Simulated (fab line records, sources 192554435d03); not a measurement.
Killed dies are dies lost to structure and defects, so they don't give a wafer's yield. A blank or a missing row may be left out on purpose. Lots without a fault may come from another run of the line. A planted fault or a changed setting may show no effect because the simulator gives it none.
fab line records | flow n5_finfet
record lots=11 wafers=31 last_day=19
route steps=1938 shown BEOL_M14@1766 BEOL_M15@1779 PASSIVATION@1936
lots that met no fault: from a run of the same line without faults
start_h: hours from the record's first day to the start of the lot's first wafer shown | wait_h: hours since the lot's step before | " the same as in the row above | L1.1+2: a row that stands for several wafers | - no value, or no start given | * or withheld: withheld | < > ~ a bound
route shown NAME@n: a module of which the file shows steps, and the number in the route of the first | usual: mean/standard deviation of fault-free wafers | same: alike in all rows | chamber/n: place in a boat | sites: the reading at each site | _std_site: their standard deviation | _edge_site: outer sites' mean less inner sites' | radius_mm: how far each site lies from the wafer's centre | mask NAME#n: copy n | behind: the tool/chamber that last shaped the wafer | hold: why the lot was held/for how many hours/how that ended | device: the transistor (n, p or np) that didn't switch | end of line: the same wafers' tests at the end of the route | a step without rows: its recipe alone | killed: dies lost to structure and defects at the first sort, not the wafer's yield | map: a wafer's dies, x killed, . not, _ none there
set.NAME: the setting as run; set.NAME@STEP: as run at that earlier step | model.NAME: the simulator's own value behind a step, which no gauge read
steps of the route over a sample of lots; a table a step, a row a wafer
services: from which hour (start_h, from the record's first day; less than 0 if before it) a tool's chamber was out of use, for how many hours, and why
## steps
# step N5_BEOL_M14_ANNEAL_48
# recipe temp_c=225 time_s=90 ambient=N2
# usual wafer_temp_C_max=226.3/0.55
# columns lot.wafer tool chamber start_h wait_h wafer_temp_C_max
L902.2 rtp_anneal-02 0 283.79 0.3 227.0
L902.5 " 0 " " 226.7
L902.6 " 0 " " 226.2
L904.1 rtp_anneal-02 0 290.92 0.2 226.5
L904.3 " 0 " " 226.7
L904.6 " 0 " " 226.6
L907.3 rtp_anneal-02 0 303.35 0.2 227.3
L907.4 " 0 " " 227.1
L907.5 " 0 " " 227.3
L908.2 rtp_anneal-02 0 303.85 0.6 226.5
L908.3 " 0 " " 227.2
L908.5 " 0 " " 226.4
L910.3 rtp_anneal-02 0 320.29 0.6 226.9
L910.4 " 0 " " 227.0
L910.5 " 0 " " 226.4
L911.1 rtp_anneal-01 0 330.47 0.1 225.7
L911.4 " 0 " " 225.9
L911.6 " 0 " " 225.9
L913.1 rtp_anneal-02 0 340.62 0.1 226.4
L913.3 " 0 " " 227.4
L920.1 rtp_anneal-01 0 389.34 0.1 226.3
L920.5 " 0 " " 225.8
L920.6 " 0 " " 225.9
L919.2 rtp_anneal-02 0 396.47 0.2 227.1
L919.4 " 0 " " 227.3
L919.6 " 0 " " 226.9
L921.2 rtp_anneal-01 0 407.33 0.4 225.7
L921.3 " 0 " " 225.6
L921.5 " 0 " " 225.5
L924.4 rtp_anneal-01 0 425.87 0.2 225.7
L924.5 " 0 " " 225.9
# step N5_BEOL_M14_CMP_49
# recipe stop_on=SiO2 t_overpolish_s=5.2 down_force_psi=2 platen_rpm=80 clearing_platen_down_force_psi=2 clearing_platen_rpm=80 post_cmp_clean=cu_alkaline target_thk_nm=560 clearing_platen_pad_velocity_m_s=1.5917 pad_velocity_m_s=1.5917
# usual barrier_field_endpoint_s=11.4/0.35 edge_zone_pressure_frac=1.000/0.0046 motor_current_A=7.8/0.77 overpolish_run_s=5.200/0.0091 time_to_endpoint_s=122/6.3
# columns lot.wafer tool chamber start_h wait_h barrier_field_endpoint_s edge_zone_pressure_frac motor_current_A overpolish_run_s time_to_endpoint_s
L902.2 cmp-01 3 284.04 0.2 11.0 1.001 7.3 5.206 113
L902.6 " 3 " " 11.1 1.003 7.5 5.216 117
L902.5 " 0 " " 11.4 0.997 9.0 5.201 122
L904.3 cmp-01 3 291.22 0.2 11.1 0.994 7.8 5.209 116
L904.1 " 1 " " 11.1 0.999 7.2 5.193 123
L904.6 " 3 " " 11.1 0.998 7.2 5.196 118
L907.4 cmp-01 0 303.56 0.1 11.9 1.007 8.9 5.213 131
L907.3 " 3 " " 11.2 0.989 7.8 5.207 115
L907.5 " 1 " " 11.5 1.000 7.6 5.184 122
L908.3 cmp-03 1 304.10 0.2 11.2 0.995 9.4 5.225 120
L908.2 " 3 " " 11.5 0.990 7.4 5.197 121
L908.5 " 2 " " 11.2 1.006 7.8 5.194 112
L910.3 cmp-01 2 320.58 0.3 11.3 1.005 8.5 5.210 126
L910.4 " 3 " " 10.8 1.002 7.7 5.208 114
L910.5 " 1 " " 11.3 0.997 7.6 5.205 121
L911.4 cmp-02 1 330.85 0.2 11.2 1.009 7.2 5.205 119
L911.1 " 2 " " 11.7 0.999 6.2 5.207 133
L911.6 " 3 " " 11.4 0.992 7.9 5.202 123
L913.3 cmp-02 3 340.96 0.2 11.2 1.010 8.0 5.201 118
L913.1 " 1 " " 11.5 1.011 7.7 5.192 121
L920.1 cmp-03 2 389.67 0.3 11.0 0.998 8.3 5.207 116
L920.5 " 1 " " 11.1 1.003 8.8 5.193 118
L920.6 " 2 " " 11.0 1.001 7.8 5.201 113
L919.4 cmp-01 0 396.72 0.1 11.0 0.997 9.3 5.203 118
L919.2 " 2 " " 11.5 0.997 8.5 5.192 122
L919.6 " 1 " " 11.3 0.987 7.7 5.218 119
L921.2 cmp-03 1 407.70 0.3 11.0 1.005 9.2 5.196 119
L921.3 " 2 " " 11.3 1.004 8.3 5.186 110
L921.5 " 1 " " 11.3 0.994 9.5 5.199 117
L924.4 cmp-02 1 426.10 0.2 11.9 0.998 7.7 5.195 122
L924.5 " 3 " " 11.5 0.999 7.7 5.206 118
# step N5_BEOL_M14_DEP_53
# recipe material=SiCN target_thk_a=500 temp_c=withheld precursor=3MS/NH3 pressure_torr=3 rf_w=675 time_s=17.8
# usual showerhead_plenum_p_Torr=4.153/0.023 throttle_valve_pct=18.2/1.1
# columns lot.wafer tool chamber start_h wait_h showerhead_plenum_p_Torr throttle_valve_pct
L902.2 pecvd-01 0 284.40 0.0 4.136 18.2
L902.5 " 2 " " 4.117 17.5
L902.6 " 0 " " 4.142 18.5
L904.1 pecvd-01 0 291.58 0.0 4.150 18.4
L904.3 " 1 " " 4.174 19.6
L904.6 " 2 " " 4.103 17.6
L907.3 pecvd-03 1 303.92 0.0 4.141 17.1
L907.4 " 0 " " 4.149 17.6
L907.5 " 1 " " 4.156 17.1
L908.2 pecvd-03 2 304.46 0.0 4.179 17.3
L908.3 " 0 " " 4.151 17.7
L908.5 " 2 " " 4.184 17.4
L910.3 pecvd-04 0 320.86 0.0 4.156 19.3
L910.4 " 0 " " 4.154 19.8
L910.5 " 1 " " 4.164 19.8
L911.1 pecvd-01 1 331.13 0.0 4.167 20.1
L911.4 " 2 " " 4.101 17.7
L911.6 " 0 " " 4.137 18.3
L913.1 pecvd-03 2 341.27 0.0 4.179 17.2
L913.3 " 0 " " 4.136 17.4
L920.1 pecvd-04 2 389.99 0.0 4.166 17.2
L920.5 " 2 " " 4.161 17.3
L920.6 " 0 " " 4.162 19.6
L919.2 pecvd-01 1 397.08 0.0 4.170 19.7
L919.4 " 1 " " 4.157 19.9
L919.6 " 2 " " 4.092 17.6
L921.2 pecvd-04 2 408.02 0.0 4.172 17.5
L921.3 " 0 " " 4.146 19.6
L921.5 " 1 " " 4.168 20.0
L924.4 pecvd-01 0 426.40 0.0 4.141 18.5
L924.5 " 2 " " 4.099 17.8
# step N5_BEOL_M15_EXPOSE_07
# recipe mask_id=V14 na=0.8 source_shape=annular sigma_inner=0.5 sigma_outer=0.8 polarization=unpolarized attpsm_phase_deg=180 dose_mj=41.25
# usual exposure_dose_mJ_cm2=41.21/0.04 reticle_temp_C=23.00/0.11
# same sigma_inner=0.5
# columns lot.wafer tool chamber start_h wait_h mask exposure_dose_mJ_cm2 reticle_temp_C
L902.2 krf_scanner-02 0 284.91 - V14#0 41.21 23.14
L902.5 " 0 " " V14#0 41.21 23.15
L902.6 " 0 " " V14#0 41.19 23.08
L904.1 krf_scanner-02 0 292.21 - V14#0 41.20 23.11
L904.3 " 0 " " V14#0 41.26 23.02
L904.6 " 0 " " V14#0 41.20 23.00
L907.3 krf_scanner-02 0 304.45 - V14#0 41.20 22.90
L907.4 " 0 " " V14#0 41.13 22.85
L907.5 " 0 " " V14#0 41.18 23.04
L908.2 krf_scanner-01 0 305.10 - V14#0 41.21 22.95
L908.3 " 0 " " V14#0 41.29 23.02
L908.5 " 0 " " V14#0 41.27 22.99
L910.3 krf_scanner-02 0 321.52 - V14#0 41.23 22.97
L910.4 " 0 " " V14#0 41.19 22.92
L910.5 " 0 " " V14#0 41.18 23.17
L911.1 krf_scanner-01 0 331.64 - V14#0 41.25 23.12
L911.4 " 0 " " V14#0 41.23 22.91
L911.6 " 0 " " V14#0 41.21 22.81
L913.1 krf_scanner-02 0 341.91 - V14#0 41.23 22.97
L913.3 " 0 " " V14#0 41.20 22.97
L920.1 krf_scanner-02 0 390.63 - V14#0 36.60 23.09
L920.5 " 0 " " V14#0 36.55 23.09
L920.6 " 0 " " V14#0 36.60 23.02
L919.2 krf_scanner-02 0 397.70 - V14#0 37.52 22.90
L919.4 " 0 " " V14#0 37.55 22.80
L919.6 " 0 " " V14#0 37.60 22.87
L921.2 krf_scanner-02 0 408.54 - V14#0 38.84 23.07
L921.3 " 0 " " V14#0 38.86 22.91
L921.5 " 0 " " V14#0 38.89 23.03
L924.4 krf_scanner-01 0 427.04 - V14#0 41.14 23.15
L924.5 " 0 " " V14#0 41.21 23.19
# step N5_BEOL_M15_CD_MEAS_10
# recipe target_cd_nm=360 landing_energy_ev=500 detector=se_inlens polarity=opening
# usual cd_nm=359.1/2.3
# columns lot.wafer tool chamber start_h wait_h cd_nm
L902.2 cd_sem-01 0 285.08 - 359.5
L902.5 " 0 " " 353.4
L902.6 " 0 " " 354.8
L904.1 cd_sem-01 0 292.39 - 355.9
L904.3 " 0 " " 363.4
L904.6 " 0 " " 360.4
L907.3 cd_sem-01 0 304.61 - 359.7
L907.4 " 0 " " 358.6
L907.5 " 0 " " 357.1
L908.2 cd_sem-02 0 305.27 - 362.2
L908.3 " 0 " " 359.9
L908.5 " 0 " " 359.4
L910.3 cd_sem-02 0 321.69 - 361.2
L910.4 " 0 " " 359.9
L910.5 " 0 " " 360.0
L911.1 cd_sem-02 0 331.81 - 358.0
L911.4 " 0 " " 355.8
L911.6 " 0 " " 355.9
L913.1 cd_sem-02 0 342.08 - 354.4
L913.3 " 0 " " 359.7
L920.1 cd_sem-02 0 390.80 - 342.3
L920.5 " 0 " " 339.2
L920.6 " 0 " " 344.4
L919.2 cd_sem-02 0 397.87 - 344.9
L919.4 " 0 " " 343.7
L919.6 " 0 " " 342.3
L921.2 cd_sem-02 0 408.71 - 349.8
L921.3 " 0 " " 354.8
L921.5 " 0 " " 353.6
L924.4 cd_sem-02 0 427.20 - 359.5
L924.5 " 0 " " 357.1
# step N5_PASSIVATION_PROBE_49
# usual defect_limited_yield=91.3/1.4 killed_at_M0_to_M3=36/10 killed_at_M4_up=13/5.4 killed_at_contacts=12/5.3 killed_at_front_end=39/10 killed_at_other=3.2/2.7 killed_dies=103/16 killed_open=68/13 killed_short=33/6.6 sort_bin_4_leakage=0.01/0.031 sort_bin_5_function=5.1/0.92 sort_bin_6_memory=3.3/0.68 sort_bin_8_speed=0.1/0.41 sort_n_pass=1077/17 sort_yield_pct=91.2/1.4
# same gross_dies=1180 killed_at_back_side=0
# columns lot.wafer tool chamber start_h wait_h defect_limited_yield[%] killed_at_M0_to_M3 killed_at_M4_up killed_at_contacts killed_at_front_end killed_at_other killed_dies killed_open killed_short sort_bin_4_leakage[%] sort_bin_5_function[%] sort_bin_6_memory[%] sort_bin_8_speed[%] sort_n_pass sort_yield_pct[%]
L919.2 prober-01 - 417.00 0.1 91.4 47 1 10 41 2 101 75 21 0 5.2 3.2 0 1079 91.4
L919.4 prober-01 - 417.10 0.2 88.9 62 8 9 46 6 131 95 30 0 6.2 4.5 0 1049 88.9
L919.6 prober-01 - 417.20 0.3 88.5 53 11 19 51 2 136 95 32 0 7.2 3.6 0 1044 88.5
L921.3 prober-01 - 430.02 0.1 90.0 50 12 1 53 2 118 66 37 0 5.5 3.1 0 1062 90.0
# killed by level:class
L919.2 BEOL_M3:geometric_particle:open=24 FIN_SAQP:geometric_particle:open=14 MOL_CONTACT_COAG:geometric_particle:open=9 FIN_SAQP:geometric_particle:short=5 DUMMY_GATE:geometric_particle:open=5 BEOL_M0_SAQP:geometric_particle:open=5 BEOL_M3:geometric_particle:short=5 BEOL_M0_SAQP:geometric_particle:short=4
L919.4 BEOL_M2:geometric_particle:open=21 FIN_SAQP:geometric_particle:open=18 BEOL_M3:geometric_particle:open=16 STI_FIN_REVEAL:geometric_particle:open=10 FIN_SAQP:geometric_particle:short=9 MOL_CONTACT_COAG:geometric_particle:open=7 BEOL_M0_SAQP:geometric_particle:short=5 BEOL_M0_SAQP:geometric_particle:open=5
L919.6 MOL_CONTACT_COAG:geometric_particle:open=17 FIN_SAQP:geometric_particle:open=15 STI_FIN_REVEAL:geometric_particle:open=12 BEOL_M2:geometric_particle:open=12 BEOL_M0_SAQP:geometric_particle:short=9 BEOL_M3:geometric_particle:open=8 BEOL_M0_SAQP:geometric_particle:open=6 HKMG_FIN:area_etch=6
L921.3 HKMG_FIN:area_etch=14 BEOL_M3:geometric_particle:open=12 BEOL_M1:geometric_particle:short=7 STI_FIN_REVEAL:geometric_particle:open=6 BEOL_M0_SAQP:geometric_particle:open=6 BEOL_M0_SAQP:geometric_particle:short=6 BEOL_M0:geometric_particle:open=6 BEOL_M1:geometric_particle:open=5
## services
# columns tool chamber start_h hours kind
krf_scanner-01 - 275.03 0.8 pm
cmp-03 - 275.77 1.4 repair
krf_scanner-02 - 279.33 0.8 pm
cmp-01 - 289.56 1.3 repair
cmp-03 - 289.77 4.0 pm
cmp-03 - 300.11 0.2 repair
rtp_anneal-02 - 323.08 4.7 pm
krf_scanner-01 - 326.26 1.0 pm
pecvd-03 0 333.35 5.9 repair
cmp-03 - 336.12 6.8 pm
krf_scanner-01 - 347.07 0.5 repair
krf_scanner-02 - 349.82 1.0 pm
pecvd-01 - 353.41 6.0 pm
pecvd-03 - 357.19 1.2 repair
krf_scanner-01 - 362.56 4.1 repair
cmp-01 - 376.79 3.4 pm
cmp-01 - 384.29 1.3 repair
krf_scanner-02 - 387.84 1.2 repair
krf_scanner-02 - 398.68 0.2 repair
cmp-03 - 398.79 5.1 pm
krf_scanner-02 - 399.07 1.3 pm
cmp-01 - 405.67 4.0 pm
krf_scanner-01 - 413.39 1.3 pm
cmp-01 - 416.35 2.9 repair
## key
first_sign step=N5_BEOL_M15_EXPOSE_07 reading=exposure_dose_mJ_cm2 direction=down sigmas=89 usual=41.21 struck=37.67
effect step=N5_BEOL_M15_CD_MEAS_10 reading=cd_nm direction=down sigmas=5.5 usual=359.1 struck=346.1 through=control_loop
met_at N5_BEOL_M15_EXPOSE_07
struck_lots L919,L920,L921
loop_trim step=N5_BEOL_M15_EXPOSE_07 setting=dose lots=L919,L921
baseline_loss step=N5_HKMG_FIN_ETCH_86 wafers=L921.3
not_acting_at N5_BEOL_M14_ANNEAL_48,N5_BEOL_M14_CMP_49,N5_BEOL_M14_DEP_53
onset_between 341.91 390.63
earlier_fault kind=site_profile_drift tool=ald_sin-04 chamber=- onset_h=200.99 steps=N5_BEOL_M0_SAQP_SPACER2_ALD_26 basis=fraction max_abs_drift=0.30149 slope_share_per_hr=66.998 site_pattern=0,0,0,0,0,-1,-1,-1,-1
earlier_fault kind=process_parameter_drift tool=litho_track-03 chamber=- onset_h=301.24 steps=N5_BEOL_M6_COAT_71 channel=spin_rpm offset=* shape=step acts_in=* stated=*
fault kind=process_parameter_drift tool=krf_scanner-02 chamber=- onset_h=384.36 steps=N5_BEOL_M15_EXPOSE_07 channel=dose_mj offset=-4.5731 shape=step acts_in=these_recipes_only stated=41.25
# loop_trim: a control loop set the setting to another value than it would have without faults
# baseline_loss: these wafers lose ten dies or more at that step, a loss of the line's own and not of a fault; the sort's usual values leave them out
